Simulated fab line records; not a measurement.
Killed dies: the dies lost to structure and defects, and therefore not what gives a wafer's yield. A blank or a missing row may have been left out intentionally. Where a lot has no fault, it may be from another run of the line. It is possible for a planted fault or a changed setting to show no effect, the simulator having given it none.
Split-lot study + flow n5 finfet + route with 1938 steps; 7 lots, 21 wafers read

THE SPLIT
At N5_BEOL_M2_EXPOSE_25 (exposes mask V1, defocus 5 nm), the setting dose mj was moved away from the recipe's 63 on 5 of the 21 wafers read, by -6.4% to +6.4%. This setting was run at the recipe's value on the other wafers.

FROM THE SPLIT TO THE READING: what the file shows between them, 2 steps
- N5_BEOL_M2_PEB_26: peb time 60 s
- N5_BEOL_M2_DEVELOP_27: develop time 30 s

THE READING
cd nm, in nm, at N5_BEOL_M2_CD_MEAS_28 (target cd 26.2 nm, target cd y 24.1 nm). A value of 26.15 nm with a standard deviation of 0.22 nm is what fault-free wafers of this fab line usually give.

| wafer  | tool, chamber at the split | dose mj as run | against the recipe | cd nm, nm | against lot-mates on the recipe |
|--------|----------------------------|----------------|--------------------|-----------|---------------------------------|
| L075.2 | euv scanner-02, 0          | 60.83          | -3.4%              | 25.65     | -0.69                           |
| L075.3 | euv scanner-02, 0          | 63             | recipe             | 26.34     | -                               |
| L075.4 | euv scanner-02, 0          | 60.83          | -3.4%              | 25.45     | -0.89                           |
| L080.1 | euv scanner-02, 0          | 63             | recipe             | 26.18     | -                               |
| L080.2 | euv scanner-02, 0          | 63             | recipe             | 26.14     | -                               |
| L080.6 | euv scanner-02, 0          | 67.06          | +6.4%              | 27.17     | +1.01                           |
| L084.1 | euv scanner-02, 0          | 63             | recipe             | 26.43     | -                               |
| L084.2 | euv scanner-02, 0          | 63             | recipe             | 26.82     | -                               |
| L084.6 | euv scanner-02, 0          | 63             | recipe             | 26.38     | -                               |
| L085.1 | euv scanner-01, 0          | 63             | recipe             | 26.16     | -                               |
| L085.3 | euv scanner-01, 0          | 58.99          | -6.4%              | 24.75     | -1.41                           |
| L085.4 | euv scanner-01, 0          | 58.99          | -6.4%              | 24.97     | -1.19                           |
| L088.1 | euv scanner-02, 0          | 63             | recipe             | 25.96     | -                               |
| L088.2 | euv scanner-02, 0          | 63             | recipe             | 25.98     | -                               |
| L088.3 | euv scanner-02, 0          | 63             | recipe             | 26.05     | -                               |
| L092.2 | euv scanner-02, 0          | 63             | recipe             | 26.33     | -                               |
| L092.4 | euv scanner-02, 0          | 63             | recipe             | 26.49     | -                               |
| L092.6 | euv scanner-02, 0          | 63             | recipe             | 26.20     | -                               |
| L091.2 | euv scanner-02, 0          | 63             | recipe             | 26.07     | -                               |
| L091.3 | euv scanner-02, 0          | 63             | recipe             | 26.03     | -                               |
| L091.4 | euv scanner-02, 0          | 63             | recipe             | 25.73     | -                               |

FIT RESULTS
A straight line over all 21 wafers: cd nm changes by +0.188 nm for each +1% of dose mj; r = +0.90; the points scatter about the line by 0.24 nm.
The same after taking each lot's own level away (the mean of its wafers on the recipe; 21 wafers): +0.192 nm for each +1%; r = +0.97; scatter 0.14 nm.
Per that fit: largest dose mj move, reading shift of 1.2 nm.
The lots' own levels span 25.943 to 26.543 nm, that is 2.7 times the standard deviation above.
The two slopes are in agreement: the lot-to-lot level therefore moves the slope only a little.
Check: for one of the wafers moved furthest among these (+6.4%), held out of the fit, the line's prediction against its lot-mates is +1.34 nm. Against them it came out at +1.01 nm.

OTHER SPLITS ON THESE WAFERS
Note: prior to the reading, these wafers also went through further splits. Each is held against what the fit with the lots' levels taken away leaves over:
| other split on the same wafers              | wafers away from the commonest value | r with cd nm (lot level and that fit taken away) |
|---------------------------------------------|--------------------------------------|--------------------------------------------------|
| N5_BEOL_M0_SAQP_SPACER2_ALD_26 target thk a | 10                                   | +0.19                                            |
| N5_BEOL_M0_ETCH_128 source w                | 9                                    | +0.27                                            |
| N5_BEOL_M1_ILD_DEP_00 time s                | 8                                    | -0.01                                            |
| N5_BEOL_M1_HM_DEP_02 target thk a           | 10                                   | -0.16                                            |
| N5_BEOL_M2_COAT_67 spin rpm                 | 7                                    | +0.04                                            |

THE FILE'S OWN FIT
cd nm changes by +0.186 nm for each +1% of dose mj, r = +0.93.
